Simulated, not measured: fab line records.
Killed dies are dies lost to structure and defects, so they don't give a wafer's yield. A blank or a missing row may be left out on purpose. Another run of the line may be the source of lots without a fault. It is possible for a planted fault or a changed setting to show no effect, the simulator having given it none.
Which tool did it? || flow n5 finfet || 26 wafers from 9 lots sampled at 5 of the route's 1938 steps

WHAT THE GAUGES SHOWED, per wafer
N5_BEOL_M4_RC_MEAS_101.
{"lot": "L683", "measured": "day 8 11:50", "on": "prober-01", "DIBL_N (mV/V)": "36.2 38.1", "DIBL_P (mV/V)": "35.7 38.2", "IOFF_N (nA/um)": "0.16 0.20", "IOFF_P (nA/um)": "0.21 0.25", "ION_N (uA/um)": "685 693", "ION_P (uA/um)": "463 468", "SS_N (mV/dec)": "72.0 72.9", "SS_P (mV/dec)": "73.2 74.0", "VT_N (mV)": "248 245", "VT_P (mV)": "-251 -246"}
{"lot": "L684", "measured": "day 8 20:54", "on": "prober-02", "DIBL_N (mV/V)": "36.8 36.7 37.8", "DIBL_P (mV/V)": "37.8 36.2 37.1", "IOFF_N (nA/um)": "0.15 0.15 0.17", "IOFF_P (nA/um)": "0.27 0.24 0.25", "ION_N (uA/um)": "664 649 666", "ION_P (uA/um)": "466 462 466", "SS_N (mV/dec)": "71.3 71.9 71.1", "SS_P (mV/dec)": "73.3 73.0 73.1", "VT_N (mV)": "252 251 249", "VT_P (mV)": "-245 -247 -244"}
{"lot": "L691", "measured": "day 10 20:43", "on": "prober-01", "DIBL_N (mV/V)": "35.6 35.7 34.7", "DIBL_P (mV/V)": "37.6 37.9 36.8", "IOFF_N (nA/um)": "0.16 0.16 0.14", "IOFF_P (nA/um)": "0.21 0.22 0.20", "ION_N (uA/um)": "676 674 659", "ION_P (uA/um)": "466 458 459", "SS_N (mV/dec)": "71.0 71.9 71.3", "SS_P (mV/dec)": "73.9 73.2 72.9", "VT_N (mV)": "250 250 254", "VT_P (mV)": "-249 -252 -252"}
{"lot": "L695", "measured": "day 11 09:43", "on": "prober-01", "DIBL_N (mV/V)": "33.2 34.9 34.9", "DIBL_P (mV/V)": "33.8 38.0 36.9", "IOFF_N (nA/um)": "0.11 0.13 0.14", "IOFF_P (nA/um)": "0.13 0.19 0.17", "ION_N (uA/um)": "658 650 664", "ION_P (uA/um)": "451 451 457", "SS_N (mV/dec)": "71.9 71.8 71.5", "SS_P (mV/dec)": "72.2 72.7 72.2", "VT_N (mV)": "258 258 252", "VT_P (mV)": "-257 -253 -254"}
{"lot": "L699", "measured": "day 12 11:32", "on": "prober-01", "DIBL_N (mV/V)": "36.4 36.5 36.6", "DIBL_P (mV/V)": "39.1 37.9 37.2", "IOFF_N (nA/um)": "0.17 0.18 0.16", "IOFF_P (nA/um)": "0.25 0.23 0.21", "ION_N (uA/um)": "680 679 676", "ION_P (uA/um)": "473 461 460", "SS_N (mV/dec)": "72.1 71.7 71.1", "SS_P (mV/dec)": "74.0 74.3 74.2", "VT_N (mV)": "253 249 254", "VT_P (mV)": "-248 -249 -254"}
{"lot": "L701", "measured": "day 12 16:11", "on": "prober-01", "DIBL_N (mV/V)": "36.1 39.8 37.8", "DIBL_P (mV/V)": "35.9 38.9 37.5", "IOFF_N (nA/um)": "0.16 0.24 0.20", "IOFF_P (nA/um)": "0.25 0.30 0.28", "ION_N (uA/um)": "672 697 695", "ION_P (uA/um)": "468 479 473", "SS_N (mV/dec)": "71.8 72.4 71.5", "SS_P (mV/dec)": "73.7 74.4 73.8", "VT_N (mV)": "247 243 245", "VT_P (mV)": "-246 -243 -244"}
{"lot": "L702", "measured": "day 12 16:58", "on": "prober-01", "DIBL_N (mV/V)": "36.1 41.5 36.2", "DIBL_P (mV/V)": "33.3 40.4 33.7", "IOFF_N (nA/um)": "0.14 0.26 0.14", "IOFF_P (nA/um)": "0.20 0.34 0.20", "ION_N (uA/um)": "668 700 674", "ION_P (uA/um)": "458 481 465", "SS_N (mV/dec)": "70.9 71.9 71.4", "SS_P (mV/dec)": "72.6 74.8 72.5", "VT_N (mV)": "251 243 251", "VT_P (mV)": "-249 -241 -247"}
{"lot": "L703", "measured": "day 13 10:24", "on": "prober-02", "DIBL_N (mV/V)": "38.9 36.9 35.1", "DIBL_P (mV/V)": "36.3 34.8 33.3", "IOFF_N (nA/um)": "0.19 0.15 0.13", "IOFF_P (nA/um)": "0.25 0.23 0.20", "ION_N (uA/um)": "672 674 666", "ION_P (uA/um)": "465 463 462", "SS_N (mV/dec)": "73.1 71.7 71.1", "SS_P (mV/dec)": "74.1 74.1 73.0", "VT_N (mV)": "250 251 253", "VT_P (mV)": "-247 -249 -250"}
{"lot": "L706", "measured": "day 13 22:05", "on": "prober-01", "DIBL_N (mV/V)": "36.4 37.4 34.4", "DIBL_P (mV/V)": "37.4 38.7 35.7", "IOFF_N (nA/um)": "0.16 0.17 0.12", "IOFF_P (nA/um)": "0.24 0.25 0.21", "ION_N (uA/um)": "676 677 664", "ION_P (uA/um)": "469 467 467", "SS_N (mV/dec)": "71.2 70.5 71.0", "SS_P (mV/dec)": "73.3 73.9 72.7", "VT_N (mV)": "247 249 255", "VT_P (mV)": "-245 -247 -249"}

WHICH TOOL RAN EACH LOT (tool, then ch and the chambers of the sampled wafers, then the start)
{"lot": "L683", "N5_BEOL_M1_ALD_98": "ald sin-03 ch 2,3, day 6 07:41", "N5_BEOL_M1_ETCH_70": "rie diel-04 ch 0,2, day 6 13:22", "N5_BEOL_M1_VIA_ETCH_34": "rie diel-04 ch 0,2, day 6 13:28", "N5_BEOL_M1_STRIP_36": "rie diel-04 ch 0,2, day 6 13:32"}
{"lot": "L684", "N5_BEOL_M1_ALD_98": "ald sin-01 ch 0,1, day 6 12:10", "N5_BEOL_M1_ETCH_70": "rie diel-02 ch 1,3, day 6 13:26", "N5_BEOL_M1_VIA_ETCH_34": "rie diel-02 ch 1,3, day 6 13:32", "N5_BEOL_M1_STRIP_36": "rie diel-02 ch 1,3, day 6 13:36"}
{"lot": "L691", "N5_BEOL_M1_ALD_98": "ald sin-01 ch 0,2,3, day 8 07:33", "N5_BEOL_M1_ETCH_70": "rie diel-04 ch 1,2,3, day 8 08:02", "N5_BEOL_M1_VIA_ETCH_34": "rie diel-04 ch 1,2,3, day 8 08:08", "N5_BEOL_M1_STRIP_36": "rie diel-04 ch 1,2,3, day 8 08:11"}
{"lot": "L695", "N5_BEOL_M1_ALD_98": "ald sin-01 ch 0,2, day 9 11:31", "N5_BEOL_M1_ETCH_70": "rie diel-02 ch 0,1, day 9 15:35", "N5_BEOL_M1_VIA_ETCH_34": "rie diel-02 ch 0,1, day 9 15:41", "N5_BEOL_M1_STRIP_36": "rie diel-02 ch 0,1, day 9 15:45"}
{"lot": "L699", "N5_BEOL_M1_ALD_98": "ald sin-01 ch 2,3, day 10 00:54", "N5_BEOL_M1_ETCH_70": "rie diel-04 ch 1,2, day 10 11:27", "N5_BEOL_M1_VIA_ETCH_34": "rie diel-04 ch 1,2, day 10 11:33", "N5_BEOL_M1_STRIP_36": "rie diel-04 ch 1,2, day 10 11:37"}
{"lot": "L701", "N5_BEOL_M1_ALD_98": "ald sin-04 ch 0,1,2, day 10 18:26", "N5_BEOL_M1_ETCH_70": "rie diel-06 ch 0,2,3, day 10 19:59", "N5_BEOL_M1_VIA_ETCH_34": "rie diel-06 ch 0,2,3, day 10 20:05", "N5_BEOL_M1_STRIP_36": "rie diel-06 ch 0,2,3, day 10 20:08"}
{"lot": "L702", "N5_BEOL_M1_ALD_98": "ald sin-04 ch 0,1,3, day 10 22:20", "N5_BEOL_M1_ETCH_70": "rie diel-02 ch 0,2,3, day 11 01:22", "N5_BEOL_M1_VIA_ETCH_34": "rie diel-02 ch 0,2,3, day 11 01:28", "N5_BEOL_M1_STRIP_36": "rie diel-02 ch 0,2,3, day 11 01:32"}
{"lot": "L703", "N5_BEOL_M1_ALD_98": "ald sin-03 ch 0,1,2, day 11 07:34", "N5_BEOL_M1_ETCH_70": "rie diel-06 ch 0,1, day 11 18:26", "N5_BEOL_M1_VIA_ETCH_34": "rie diel-06 ch 0,1, day 11 18:32", "N5_BEOL_M1_STRIP_36": "rie diel-06 ch 0,1, day 11 18:35"}
{"lot": "L706", "N5_BEOL_M1_ALD_98": "ald sin-04 ch 1,2,3, day 12 00:11", "N5_BEOL_M1_ETCH_70": "rie diel-02 ch 0,1,2, day 12 03:07", "N5_BEOL_M1_VIA_ETCH_34": "rie diel-02 ch 0,1,2, day 12 03:13", "N5_BEOL_M1_STRIP_36": "rie diel-02 ch 0,1,2, day 12 03:17"}
- N5_BEOL_M1_ALD_98: deposits SiO2, target thk 2.5 nm, pulse time 1 s, co reactant pulse time 1 s.
- N5_BEOL_M1_ETCH_70: etches SOC in N2/H2, target depth 80 nm, overetch 16 nm, time 120 s.
- N5_BEOL_M1_VIA_ETCH_34: etches the open film in C4F6/O2, target depth 67.8 nm, time 64.4 s.
- N5_BEOL_M1_STRIP_36: strips in N2/H2.

WHAT THE TOOLS THEMSELVES READ (means of the sampled wafers that have a number; where no wafer has one, the mark that the record gives instead)
N5_BEOL_M1_ALD_98.
{"lot": "L683", "tool": "ald sin-03", "heater power w (W)": 76, "precursor pulse height rel": 1.001, "susceptor temp C (C)": 99.83}
{"lot": "L684", "tool": "ald sin-01", "heater power w (W)": 87, "precursor pulse height rel": 1.008, "susceptor temp C (C)": 99.90}
{"lot": "L691", "tool": "ald sin-01", "heater power w (W)": 73, "precursor pulse height rel": 1.009, "susceptor temp C (C)": 99.93}
{"lot": "L695", "tool": "ald sin-01", "heater power w (W)": 59, "precursor pulse height rel": 0.995, "susceptor temp C (C)": 92.56}
{"lot": "L699", "tool": "ald sin-01", "heater power w (W)": 55, "precursor pulse height rel": 0.982, "susceptor temp C (C)": 92.73}
{"lot": "L701", "tool": "ald sin-04", "heater power w (W)": 81, "precursor pulse height rel": 1.028, "susceptor temp C (C)": 99.93}
{"lot": "L702", "tool": "ald sin-04", "heater power w (W)": 77, "precursor pulse height rel": 0.992, "susceptor temp C (C)": 100.12}
{"lot": "L703", "tool": "ald sin-03", "heater power w (W)": 81, "precursor pulse height rel": 1.005, "susceptor temp C (C)": 99.98}
{"lot": "L706", "tool": "ald sin-04", "heater power w (W)": 83, "precursor pulse height rel": 1.001, "susceptor temp C (C)": 100.07}

N5_BEOL_M1_ETCH_70.
{"lot": "L683", "tool": "rie diel-04", "drypump motor current A (A)": 5.4, "oes product au (a.u.)": 0.71, "rf fwd power W (W)": 832.1, "rf vpp V (V)": 526.0, "showerhead plenum p Torr (Torr)": 2.60, "throttle valve pct (%)": 17.5}
{"lot": "L684", "tool": "rie diel-02", "drypump motor current A (A)": 6.0, "oes product au (a.u.)": 0.53, "rf fwd power W (W)": 835.3, "rf vpp V (V)": 521.7, "showerhead plenum p Torr (Torr)": 2.46, "throttle valve pct (%)": 17.7}
{"lot": "L691", "tool": "rie diel-04", "drypump motor current A (A)": 5.5, "oes product au (a.u.)": 0.60, "rf fwd power W (W)": 836.2, "rf vpp V (V)": 524.4, "showerhead plenum p Torr (Torr)": 2.59, "throttle valve pct (%)": 17.9}
{"lot": "L695", "tool": "rie diel-02", "drypump motor current A (A)": 5.9, "oes product au (a.u.)": 0.64, "rf fwd power W (W)": 834.0, "rf vpp V (V)": 525.7, "showerhead plenum p Torr (Torr)": 2.59, "throttle valve pct (%)": 17.5}
{"lot": "L699", "tool": "rie diel-04", "drypump motor current A (A)": 5.3, "oes product au (a.u.)": 0.59, "rf fwd power W (W)": 836.7, "rf vpp V (V)": 523.5, "showerhead plenum p Torr (Torr)": 2.56, "throttle valve pct (%)": 17.9}
{"lot": "L701", "tool": "rie diel-06", "drypump motor current A (A)": 4.8, "oes product au (a.u.)": 0.60, "rf fwd power W (W)": 838.0, "rf vpp V (V)": 525.5, "showerhead plenum p Torr (Torr)": 2.58, "throttle valve pct (%)": 18.0}
{"lot": "L702", "tool": "rie diel-02", "drypump motor current A (A)": 5.7, "oes product au (a.u.)": 0.64, "rf fwd power W (W)": 837.1, "rf vpp V (V)": 525.5, "showerhead plenum p Torr (Torr)": 2.65, "throttle valve pct (%)": 17.9}
{"lot": "L703", "tool": "rie diel-06", "drypump motor current A (A)": 5.5, "oes product au (a.u.)": 0.62, "rf fwd power W (W)": 836.1, "rf vpp V (V)": 521.5, "showerhead plenum p Torr (Torr)": 2.44, "throttle valve pct (%)": 17.7}
{"lot": "L706", "tool": "rie diel-02", "drypump motor current A (A)": 5.8, "oes product au (a.u.)": 0.64, "rf fwd power W (W)": 834.0, "rf vpp V (V)": 527.2, "showerhead plenum p Torr (Torr)": 2.67, "throttle valve pct (%)": 17.6}

N5_BEOL_M1_VIA_ETCH_34.
{"lot": "L683", "tool": "rie diel-04", "drypump motor current A (A)": 5.3, "oes product au (a.u.)": 0.94, "rf fwd power W (W)": 345.2, "rf vpp V (V)": 670, "showerhead plenum p Torr (Torr)": 2.90, "throttle valve pct (%)": 30.4}
{"lot": "L684", "tool": "rie diel-02", "drypump motor current A (A)": 6.0, "oes product au (a.u.)": 0.70, "rf fwd power W (W)": 346.1, "rf vpp V (V)": 673, "showerhead plenum p Torr (Torr)": 2.78, "throttle valve pct (%)": 30.7}
{"lot": "L691", "tool": "rie diel-04", "drypump motor current A (A)": 5.5, "oes product au (a.u.)": 0.78, "rf fwd power W (W)": 345.8, "rf vpp V (V)": 671, "showerhead plenum p Torr (Torr)": 2.88, "throttle valve pct (%)": 30.8}
{"lot": "L695", "tool": "rie diel-02", "drypump motor current A (A)": 5.9, "oes product au (a.u.)": 0.84, "rf fwd power W (W)": 345.7, "rf vpp V (V)": 668, "showerhead plenum p Torr (Torr)": 2.89, "throttle valve pct (%)": 30.4}
{"lot": "L699", "tool": "rie diel-04", "drypump motor current A (A)": 5.3, "oes product au (a.u.)": 0.78, "rf fwd power W (W)": 347.7, "rf vpp V (V)": 661, "showerhead plenum p Torr (Torr)": 2.83, "throttle valve pct (%)": 30.5}
{"lot": "L701", "tool": "rie diel-06", "drypump motor current A (A)": 4.8, "oes product au (a.u.)": 0.77, "rf fwd power W (W)": 346.9, "rf vpp V (V)": 671, "showerhead plenum p Torr (Torr)": 2.87, "throttle valve pct (%)": 30.9}
{"lot": "L702", "tool": "rie diel-02", "drypump motor current A (A)": 5.7, "oes product au (a.u.)": 0.84, "rf fwd power W (W)": 347.5, "rf vpp V (V)": 674, "showerhead plenum p Torr (Torr)": 2.94, "throttle valve pct (%)": 30.8}
{"lot": "L703", "tool": "rie diel-06", "drypump motor current A (A)": 5.5, "oes product au (a.u.)": 0.82, "rf fwd power W (W)": 345.8, "rf vpp V (V)": 641, "showerhead plenum p Torr (Torr)": 2.75, "throttle valve pct (%)": 30.8}
{"lot": "L706", "tool": "rie diel-02", "drypump motor current A (A)": 5.8, "oes product au (a.u.)": 0.84, "rf fwd power W (W)": 346.7, "rf vpp V (V)": 677, "showerhead plenum p Torr (Torr)": 2.99, "throttle valve pct (%)": 30.6}

N5_BEOL_M1_STRIP_36.
{"lot": "L683", "tool": "rie diel-04", "drypump motor current A (A)": 5.4, "oes product au (a.u.)": 0.93, "rf vpp V (V)": 59.4, "showerhead plenum p Torr (Torr)": 2.59, "throttle valve pct (%)": 23.4}
{"lot": "L684", "tool": "rie diel-02", "drypump motor current A (A)": 6.0, "oes product au (a.u.)": 0.69, "rf vpp V (V)": 58.8, "showerhead plenum p Torr (Torr)": 2.46, "throttle valve pct (%)": 23.3}
{"lot": "L691", "tool": "rie diel-04", "drypump motor current A (A)": 5.5, "oes product au (a.u.)": 0.78, "rf vpp V (V)": 59.8, "showerhead plenum p Torr (Torr)": 2.58, "throttle valve pct (%)": 23.9}
{"lot": "L695", "tool": "rie diel-02", "drypump motor current A (A)": 5.9, "oes product au (a.u.)": 0.84, "rf vpp V (V)": 60.3, "showerhead plenum p Torr (Torr)": 2.59, "throttle valve pct (%)": 23.3}
{"lot": "L699", "tool": "rie diel-04", "drypump motor current A (A)": 5.3, "oes product au (a.u.)": 0.79, "rf vpp V (V)": 58.3, "showerhead plenum p Torr (Torr)": 2.55, "throttle valve pct (%)": 23.9}
{"lot": "L701", "tool": "rie diel-06", "drypump motor current A (A)": 4.8, "oes product au (a.u.)": 0.77, "rf vpp V (V)": 58.3, "showerhead plenum p Torr (Torr)": 2.58, "throttle valve pct (%)": 23.8}
{"lot": "L702", "tool": "rie diel-02", "drypump motor current A (A)": 5.8, "oes product au (a.u.)": 0.84, "rf vpp V (V)": 58.4, "showerhead plenum p Torr (Torr)": 2.64, "throttle valve pct (%)": 23.8}
{"lot": "L703", "tool": "rie diel-06", "drypump motor current A (A)": 5.5, "oes product au (a.u.)": 0.82, "rf vpp V (V)": 57.6, "showerhead plenum p Torr (Torr)": 2.44, "throttle valve pct (%)": 23.3}
{"lot": "L706", "tool": "rie diel-02", "drypump motor current A (A)": 5.8, "oes product au (a.u.)": 0.83, "rf vpp V (V)": 60.4, "showerhead plenum p Torr (Torr)": 2.66, "throttle valve pct (%)": 23.3}

THE ANSWER, worked out from the rows above alone
Rule: the lots themselves supply what counts as usual. The widest of any qualifying gaps counts: lots, ordered by their means at a reading, are off when they make up no more than a third of the lots, leave a main group of 4 or more, and stand apart from it by 3 or more times the standard deviation of that group's means. A main group whose means are all the same, to the digits that the tables above print for the reading, isn't used. A lot without any number at a reading at which 4 lots or more have one is off too. Where the step has rows for the other lots, those lots are counted as sound. First the gauges in route order, then the tools' own readings, where a lot's mean is used as printed above. The first step at which some lot is off is used, and at that step the reading that is off furthest; a lot without a number counts as furthest.
Off at N5_BEOL_M1_ALD_98 (susceptor temp C): L695, L699. Main group: mean 99.97 C, sd 0.093.
A tool fits if, at that step or a process step before it, it ran every lot that is off, and no sound lot after the first of them. One fits: ald sin-01 at N5_BEOL_M1_ALD_98. Its last sound lot is L691 (day 8 07:33), its first lot that is off L695 (day 9 11:31): a fault that began between those two fits.
The tool's own readings at N5_BEOL_M1_ALD_98 bear it out: on the lots that are off they differ by more than 5 times the standard deviation of the sound lots' means. heater power w reads 57 W there against 80 W on the sound lots; susceptor temp C reads 92.65 C there against 99.97 C on the sound lots.

WHAT WAS PUT IN BY THE SIMULATOR
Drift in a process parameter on ald sin-01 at N5_BEOL_M1_ALD_98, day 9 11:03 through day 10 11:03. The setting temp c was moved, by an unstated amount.
Lots struck among those shown: L695, L699. The rule above reached the same finding.
